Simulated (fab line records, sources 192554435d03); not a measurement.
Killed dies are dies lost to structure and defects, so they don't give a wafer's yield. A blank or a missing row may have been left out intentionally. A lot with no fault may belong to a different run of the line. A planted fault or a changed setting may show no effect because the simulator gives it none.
Split-lot study :: flow n5 finfet :: route with 1938 steps; 7 lots, 21 wafers read

## ON THE SPLIT
At N5_FIN_SAQP_COAT_50 (time 60 s, resist thk 35 nm), the setting spin rpm was moved away from the recipe's 1500 rpm on 11 of the 21 wafers read, by -9.0% to +7.3%. This setting was run at the recipe's value on the other wafers.

## FROM THE SPLIT TO THE READING: what the file shows between them, 5 steps
- N5_FIN_SAQP_EXPOSE_13: exposes mask FIN CORE, target cd 35.6 nm (also split here: dose mj)
- N5_FIN_SAQP_PEB_14: peb time 60 s
- N5_FIN_SAQP_DEVELOP_15: develop time 30 s
- N5_FIN_SAQP_DESCUM_21: chemistry O2, time 7.9 s
- N5_FIN_SAQP_ETCH_51: etches SiARC in CF4, target depth 45.5 nm, time 75.8 s

## THE READING
SiARC_of_FIN_SAQP_COAT_50.thk nm (the simulator's own value, which no gauge read), in nm, at N5_FIN_SAQP_ETCH_52 (etches SOC in N2/H2, target depth 100 nm, overetch 20 nm, time 150 s). The file gives no usual value for it. Across the 10 wafers here that went through the recipe, the average is 29.21 nm and the standard deviation 0.31 nm.

wafer: L080.1
tool, chamber at the split: litho track-03, 0
spin rpm as run, rpm: 1381
against the recipe: -7.9%
SiARC_of_FIN_SAQP_COAT_50.thk nm, nm: 30.33
against lot-mates on the recipe: +1.04

wafer: L080.2
tool, chamber at the split: litho track-03, 0
spin rpm as run, rpm: 1500
against the recipe: recipe
SiARC_of_FIN_SAQP_COAT_50.thk nm, nm: 29.29
against lot-mates on the recipe: -

wafer: L080.4
tool, chamber at the split: litho track-03, 0
spin rpm as run, rpm: 1381
against the recipe: -7.9%
SiARC_of_FIN_SAQP_COAT_50.thk nm, nm: 30.7
against lot-mates on the recipe: +1.41

wafer: L084.2
tool, chamber at the split: litho track-03, 0
spin rpm as run, rpm: 1413
against the recipe: -5.8%
SiARC_of_FIN_SAQP_COAT_50.thk nm, nm: 29.79
against lot-mates on the recipe: +0.82

wafer: L084.4
tool, chamber at the split: litho track-03, 0
spin rpm as run, rpm: 1413
against the recipe: -5.8%
SiARC_of_FIN_SAQP_COAT_50.thk nm, nm: 30.17
against lot-mates on the recipe: +1.20

wafer: L084.5
tool, chamber at the split: litho track-03, 0
spin rpm as run, rpm: 1500
against the recipe: recipe
SiARC_of_FIN_SAQP_COAT_50.thk nm, nm: 28.97
against lot-mates on the recipe: -

wafer: L085.2
tool, chamber at the split: litho track-03, 0
spin rpm as run, rpm: 1500
against the recipe: recipe
SiARC_of_FIN_SAQP_COAT_50.thk nm, nm: 29.51
against lot-mates on the recipe: -

wafer: L085.5
tool, chamber at the split: litho track-03, 0
spin rpm as run, rpm: 1500
against the recipe: recipe
SiARC_of_FIN_SAQP_COAT_50.thk nm, nm: 28.59
against lot-mates on the recipe: -

wafer: L085.6
tool, chamber at the split: litho track-03, 0
spin rpm as run, rpm: 1500
against the recipe: recipe
SiARC_of_FIN_SAQP_COAT_50.thk nm, nm: 28.93
against lot-mates on the recipe: -

wafer: L090.2
tool, chamber at the split: litho track-03, 0
spin rpm as run, rpm: 1500
against the recipe: recipe
SiARC_of_FIN_SAQP_COAT_50.thk nm, nm: 29.45
against lot-mates on the recipe: -

wafer: L090.4
tool, chamber at the split: litho track-03, 0
spin rpm as run, rpm: 1500
against the recipe: recipe
SiARC_of_FIN_SAQP_COAT_50.thk nm, nm: 29.32
against lot-mates on the recipe: -

wafer: L090.5
tool, chamber at the split: litho track-03, 0
spin rpm as run, rpm: 1434
against the recipe: -4.4%
SiARC_of_FIN_SAQP_COAT_50.thk nm, nm: 30.02
against lot-mates on the recipe: +0.64

wafer: L093.1
tool, chamber at the split: litho track-04, 0
spin rpm as run, rpm: 1610
against the recipe: +7.3%
SiARC_of_FIN_SAQP_COAT_50.thk nm, nm: 27.94
against lot-mates on the recipe: -1.23

wafer: L093.3
tool, chamber at the split: litho track-04, 0
spin rpm as run, rpm: 1610
against the recipe: +7.3%
SiARC_of_FIN_SAQP_COAT_50.thk nm, nm: 28.24
against lot-mates on the recipe: -0.93

wafer: L093.6
tool, chamber at the split: litho track-04, 0
spin rpm as run, rpm: 1500
against the recipe: recipe
SiARC_of_FIN_SAQP_COAT_50.thk nm, nm: 29.17
against lot-mates on the recipe: -

wafer: L094.1
tool, chamber at the split: litho track-03, 0
spin rpm as run, rpm: 1365
against the recipe: -9.0%
SiARC_of_FIN_SAQP_COAT_50.thk nm, nm: 30.65
against lot-mates on the recipe: +1.51

wafer: L094.4
tool, chamber at the split: litho track-03, 0
spin rpm as run, rpm: 1500
against the recipe: recipe
SiARC_of_FIN_SAQP_COAT_50.thk nm, nm: 29.14
against lot-mates on the recipe: -

wafer: L094.5
tool, chamber at the split: litho track-03, 0
spin rpm as run, rpm: 1365
against the recipe: -9.0%
SiARC_of_FIN_SAQP_COAT_50.thk nm, nm: 30.66
against lot-mates on the recipe: +1.52

wafer: L095.1
tool, chamber at the split: litho track-01, 0
spin rpm as run, rpm: 1500
against the recipe: recipe
SiARC_of_FIN_SAQP_COAT_50.thk nm, nm: 29.7
against lot-mates on the recipe: -

wafer: L095.2
tool, chamber at the split: litho track-01, 0
spin rpm as run, rpm: 1590
against the recipe: +6.0%
SiARC_of_FIN_SAQP_COAT_50.thk nm, nm: 27.68
against lot-mates on the recipe: -2.02

wafer: L095.4
tool, chamber at the split: litho track-01, 0
spin rpm as run, rpm: 1590
against the recipe: +6.0%
SiARC_of_FIN_SAQP_COAT_50.thk nm, nm: 28.41
against lot-mates on the recipe: -1.29

FIT RESULTS
A straight line over all 21 wafers: SiARC_of_FIN_SAQP_COAT_50.thk nm changes by -0.163 nm for each +1% of spin rpm; r = -0.95; the points scatter about the line by 0.28 nm.
The same after taking each lot's own level away (the mean of its wafers on the recipe; 21 wafers): -0.178 nm for each +1%; r = -0.95; scatter 0.3 nm.
According to that fit, moving spin rpm by its largest amount changes the reading by 1.6 nm.
Measured against the standard deviation above, the lots' own levels, which go from 28.970 to 29.700 nm, span 2.4 times it.
The two slopes agree, so the slope changes little with the lot-to-lot level.
Check: with one of the wafers moved furthest among these (-9.0%) left out of the fit, the line predicts +1.54 nm for it against its lot-mates. It came out at +1.51 nm against them.

## OTHER SPLITS APPLIED TO THESE WAFERS
These wafers also went through other splits before the reading. Each is held against what the fit with the lots' levels taken away leaves over:
other split on the same wafers: N5_ZERO_LAYER_PECVD_02 time s
wafers away from the commonest value: 9
r with SiARC_of_FIN_SAQP_COAT_50.thk nm (lot level and that fit taken away): -0.05

other split on the same wafers: N5_ZERO_LAYER_COAT_05 spin rpm
wafers away from the commonest value: 4
r with SiARC_of_FIN_SAQP_COAT_50.thk nm (lot level and that fit taken away): -0.34

other split on the same wafers: N5_ZERO_LAYER_EXPOSE_08 dose mj
wafers away from the commonest value: 6
r with SiARC_of_FIN_SAQP_COAT_50.thk nm (lot level and that fit taken away): +0.07

other split on the same wafers: N5_FIN_SAQP_EXPOSE_13 dose mj
wafers away from the commonest value: 5
r with SiARC_of_FIN_SAQP_COAT_50.thk nm (lot level and that fit taken away): -0.14

## THE WHOLE CHAIN: every reading that the file lists as answering this split, in the file's order
step: N5_FIN_SAQP_COAT_50
what it does: time 60 s, resist thk 35 nm
reading: SiARC_of_FIN_SAQP_COAT_50.thk nm (the simulator's own value, which no gauge read)
change (the file's fit): -0.18 nm for each +1% of the setting
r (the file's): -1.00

step: N5_FIN_SAQP_ETCH_51
what it does: etches SiARC in CF4, target depth 45.5 nm, time 75.8 s
reading: etch.depth nm (the simulator's own value, which no gauge read)
change (the file's fit): -0.18 nm for each +1% of the setting
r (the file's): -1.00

step: N5_FIN_SAQP_ETCH_51
what it does: etches SiARC in CF4, target depth 45.5 nm, time 75.8 s
reading: CAR-ArF_of_FIN_SAQP_COAT_10.thk nm (the simulator's own value, which no gauge read)
change (the file's fit): +0.17 nm for each +1% of the setting
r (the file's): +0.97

step: N5_FIN_SAQP_ETCH_52
what it does: etches SOC in N2/H2, target depth 100 nm, overetch 20 nm, time 150 s
reading: SiARC_of_FIN_SAQP_COAT_50.thk nm (the simulator's own value, which no gauge read)
change (the file's fit): -0.174 nm for each +1% of the setting
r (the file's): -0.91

## THE FILE'S OWN FIT
SiARC_of_FIN_SAQP_COAT_50.thk nm changes by -0.174 nm for each +1% of spin rpm, r = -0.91.
